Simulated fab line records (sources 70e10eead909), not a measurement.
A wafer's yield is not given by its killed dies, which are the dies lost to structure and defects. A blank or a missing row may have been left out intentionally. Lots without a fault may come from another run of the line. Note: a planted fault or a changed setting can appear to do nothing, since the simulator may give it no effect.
Which tool did it? -- flow nand_harc -- Sampling: 24 lots, 72 wafers, 4 of 1302 route steps

WHAT THE GAUGES SHOWED, per wafer
NHARC_P_GATE_CD_MEAS_46 targets a cd of 720 nm.
lot,measured,on,cd_nm (nm)
L074,day 5 15:54,cd_sem-03,722.7 717.4 717.3
L075,day 5 19:50,cd_sem-02,726.2 722.8 720.3
L076,day 6 08:46,cd_sem-03,720.8 721.3 717.8
L077,day 6 14:55,cd_sem-02,717.4 720.3 719.4
L078,day 7 04:38,cd_sem-02,729.0 723.9 722.5
L079,day 7 19:34,cd_sem-03,720.8 716.0 723.5
L080,day 7 20:02,cd_sem-03,719.0 721.9 721.1
L081,day 8 10:34,cd_sem-03,718.7 726.7 722.3
L082,day 8 19:07,cd_sem-03,718.6 720.7 717.4
L083,day 9 14:47,cd_sem-01,721.8 721.4 720.9
L084,day 9 13:54,cd_sem-03,719.7 718.8 719.3
L085,day 10 06:54,cd_sem-02,721.3 721.0 719.6
L086,day 10 09:37,cd_sem-02,720.8 717.8 721.1
L087,day 10 23:40,cd_sem-02,723.6 724.0 722.7
L088,day 11 15:51,cd_sem-02,724.3 723.6 722.7
L089,day 11 16:34,cd_sem-02,720.6 721.5 722.4
L090,day 12 03:10,cd_sem-02,722.2 720.4 721.1
L091,day 12 08:38,cd_sem-02,722.4 721.5 722.7
L092,day 13 01:32,cd_sem-03,719.5 720.6 721.9
L093,day 13 11:16,cd_sem-03,721.2 721.1 718.9
L094,day 13 20:32,cd_sem-03,724.1 725.5 729.5
L095,day 14 03:38,cd_sem-01,717.4 721.0 718.8
L096,day 14 17:18,cd_sem-02,713.9 719.5 717.7
L097,day 15 08:34,cd_sem-01,722.3 723.1 724.0

NHARC_P_GATE_CD_MEAS_91 targets a cd of 2000 nm.
lot,measured,on,cd_nm (nm)
L074,day 5 19:26,cd_sem-03,2000.8 2003.7 2004.1
L075,day 5 23:12,cd_sem-02,1999.1 2001.6 1998.4
L076,day 6 12:07,cd_sem-02,1999.7 2000.9 2000.0
L077,day 6 18:09,cd_sem-02,2003.1 2002.8 2003.0
L078,day 7 07:59,cd_sem-03,2000.7 2002.4 2002.1
L079,day 7 22:55,cd_sem-02,1999.4 2002.4 2002.2
L080,day 7 23:49,cd_sem-01,1998.0 1998.3 1999.1
L081,day 8 14:05,cd_sem-01,2001.1 2000.9 2002.3
L082,day 8 22:35,cd_sem-03,1998.1 2002.7 1997.8
L083,day 9 18:08,cd_sem-03,1999.3 1997.0 1997.5
L084,day 9 17:15,cd_sem-02,1999.7 1999.6 1999.4
L085,day 10 10:07,cd_sem-02,1997.1 2001.5 1999.4
L086,day 10 13:04,cd_sem-03,2002.6 1999.7 2001.0
L087,day 11 03:01,cd_sem-03,1999.3 1999.8 1999.7
L088,day 11 19:19,cd_sem-02,1998.1 1998.2 1999.3
L089,day 11 20:02,cd_sem-03,1998.8 2003.4 2001.4
L090,day 12 06:37,cd_sem-01,1998.8 1999.2 2002.3
L091,day 12 11:58,cd_sem-02,1999.7 1998.3 2003.7
L092,day 13 04:52,cd_sem-02,2002.5 2002.9 1999.7
L093,day 13 14:44,cd_sem-01,2001.8 1998.4 2002.6
L094,day 14 00:01,cd_sem-01,2003.0 2002.4 2001.1
L095,day 14 07:07,cd_sem-03,2003.4 2000.8 2004.3
L096,day 14 20:49,cd_sem-03,2003.6 2000.0 2003.3
L097,day 15 12:02,cd_sem-02,1999.5 2003.0 1999.5

WHICH TOOL RAN EACH LOT (tool, then ch and the chambers of the sampled wafers, then the start)
lot,NHARC_P_GATE_HM_DEP_102,NHARC_P_GATE_ETCH_104
L074,"acl_dep-02 ch 0, day 5 02:24","rie_diel-04 ch 0,1,2, day 5 04:19"
L075,"acl_dep-01 ch 0, day 5 06:34","rie_diel-08 ch 0,1,3, day 5 08:16"
L076,"acl_dep-02 ch 0, day 5 19:31","rie_diel-03 ch 1,2, day 5 21:01"
L077,"acl_dep-01 ch 0, day 6 01:40","rie_diel-04 ch 0,2,3, day 6 03:09"
L078,"acl_dep-02 ch 0, day 6 15:33","rie_diel-08 ch 0,1, day 6 16:58"
L079,"acl_dep-02 ch 0, day 7 06:11","rie_diel-03 ch 0,2, day 7 07:47"
L080,"acl_dep-02 ch 0, day 7 06:49","rie_diel-08 ch 0,3, day 7 08:26"
L081,"acl_dep-01 ch 0, day 7 21:34","rie_diel-08 ch 0,1, day 7 23:03"
L082,"acl_dep-03 ch 0, day 8 02:55","rie_diel-03 ch 0,1,2, day 8 04:31"
L083,"acl_dep-03 ch 0, day 8 19:19","rie_diel-04 ch 0,1,2, day 8 20:49"
L084,"acl_dep-02 ch 0, day 9 00:38","rie_diel-03 ch 0,2,3, day 9 02:08"
L085,"acl_dep-03 ch 0, day 9 17:29","rie_diel-08 ch 0,3, day 9 19:10"
L086,"acl_dep-01 ch 0, day 9 20:17","rie_diel-04 ch 0,1,3, day 9 21:53"
L087,"acl_dep-01 ch 0, day 10 08:07","rie_diel-03 ch 1,3, day 10 09:37"
L088,"acl_dep-03 ch 0, day 11 02:30","rie_diel-08 ch 1,2,3, day 11 04:07"
L089,"acl_dep-03 ch 0, day 11 03:22","rie_diel-04 ch 0,2, day 11 04:45"
L090,"acl_dep-01 ch 0, day 11 14:00","rie_diel-08 ch 0,2,3, day 11 15:37"
L091,"acl_dep-03 ch 0, day 11 19:29","rie_diel-03 ch 0,1,2, day 11 20:53"
L092,"acl_dep-01 ch 0, day 12 12:01","rie_diel-08 ch 0,1,2, day 12 13:44"
L093,"acl_dep-01 ch 0, day 12 22:03","rie_diel-04 ch 0,3, day 12 23:32"
L094,"acl_dep-01 ch 0, day 13 07:21","rie_diel-08 ch 0,3, day 13 08:51"
L095,"acl_dep-02 ch 0, day 13 14:24","rie_diel-03 ch 1,3, day 13 15:55"
L096,"acl_dep-02 ch 0, day 14 03:55","rie_diel-03 ch 0,1, day 14 05:36"
L097,"acl_dep-02 ch 0, day 14 19:18","rie_diel-03 ch 0,1, day 14 20:50"
- NHARC_P_GATE_HM_DEP_102: deposits aC, target thk 120 nm.
- NHARC_P_GATE_ETCH_104: etches the open film in CF4/CHF3, target depth 60 nm.

WHAT THE TOOLS THEMSELVES READ (means of the sampled wafers that have a number; where no wafer has one, the mark that the record gives instead)
NHARC_P_GATE_HM_DEP_102.
lot,tool,throttle_valve_pct (%)
L074,acl_dep-02,35.003
L075,acl_dep-01,35.002
L076,acl_dep-02,34.993
L077,acl_dep-01,35.007
L078,acl_dep-02,34.992
L079,acl_dep-02,35.000
L080,acl_dep-02,34.999
L081,acl_dep-01,35.008
L082,acl_dep-03,34.994
L083,acl_dep-03,34.999
L084,acl_dep-02,34.999
L085,acl_dep-03,34.982
L086,acl_dep-01,34.994
L087,acl_dep-01,34.999
L088,acl_dep-03,34.995
L089,acl_dep-03,34.996
L090,acl_dep-01,34.995
L091,acl_dep-03,35.003
L092,acl_dep-01,34.994
L093,acl_dep-01,34.996
L094,acl_dep-01,34.999
L095,acl_dep-02,35.002
L096,acl_dep-02,35.000
L097,acl_dep-02,35.000

NHARC_P_GATE_ETCH_104.
lot,tool,drypump_motor_current_A (A),oes_product_au (a.u.),rf_vpp_V (V),showerhead_plenum_p_Torr (Torr),throttle_valve_pct (%)
L074,rie_diel-04,6.0,0.950,372.2,1.62,16.812
L075,rie_diel-08,6.1,0.964,369.5,1.55,16.811
L076,rie_diel-03,6.0,0.959,369.8,1.54,16.808
L077,rie_diel-04,5.7,0.951,371.4,1.59,16.798
L078,rie_diel-08,5.8,0.960,370.8,1.59,16.805
L079,rie_diel-03,5.5,0.979,370.1,1.53,16.804
L080,rie_diel-08,6.0,0.924,368.5,1.53,16.808
L081,rie_diel-08,5.8,0.959,370.6,1.57,16.795
L082,rie_diel-03,5.6,0.965,369.7,1.55,16.795
L083,rie_diel-04,6.0,0.968,372.2,1.62,16.803
L084,rie_diel-03,5.2,0.930,369.4,1.54,16.794
L085,rie_diel-08,6.0,0.955,368.5,1.52,16.805
L086,rie_diel-04,6.0,0.928,371.3,1.59,16.805
L087,rie_diel-03,5.7,0.942,369.9,1.55,16.794
L088,rie_diel-08,6.3,0.926,369.5,1.56,16.810
L089,rie_diel-04,5.8,0.932,370.6,1.58,16.802
L090,rie_diel-08,6.3,0.917,370.2,1.54,16.806
L091,rie_diel-03,5.6,0.959,369.8,1.55,16.806
L092,rie_diel-08,6.0,0.960,370.1,1.58,16.797
L093,rie_diel-04,5.8,0.927,371.4,1.56,16.799
L094,rie_diel-08,6.0,0.920,368.4,1.52,16.813
L095,rie_diel-03,5.7,0.942,370.1,1.55,16.813
L096,rie_diel-03,5.8,0.916,370.8,1.56,16.806
L097,rie_diel-03,5.4,0.932,369.8,1.57,16.796

THE ANSWER, worked out from the rows above alone
Rule: usual is defined by the lots themselves. The widest of any qualifying gaps counts: lots, ordered by their means at a reading, are off when they make up no more than a third of the lots, leave a main group of 4 or more, and stand apart from it by 3 or more times the standard deviation of that group's means. Not used: any main group whose means are identical at the precision the tables above print for the reading. A lot without any number at a reading at which 4 lots or more have one is off too. The other lots that the step has rows for count as sound. The gauges are gone through in route order, then the tools' own readings, and for those a lot's mean is taken as printed above. At the first step where some lot is off, the reading lying furthest off is the one used; lots without a number count as furthest.
No lot is off at any reading shown: from this, nothing can be told.

WHAT THE SIMULATOR HAD INSERTED
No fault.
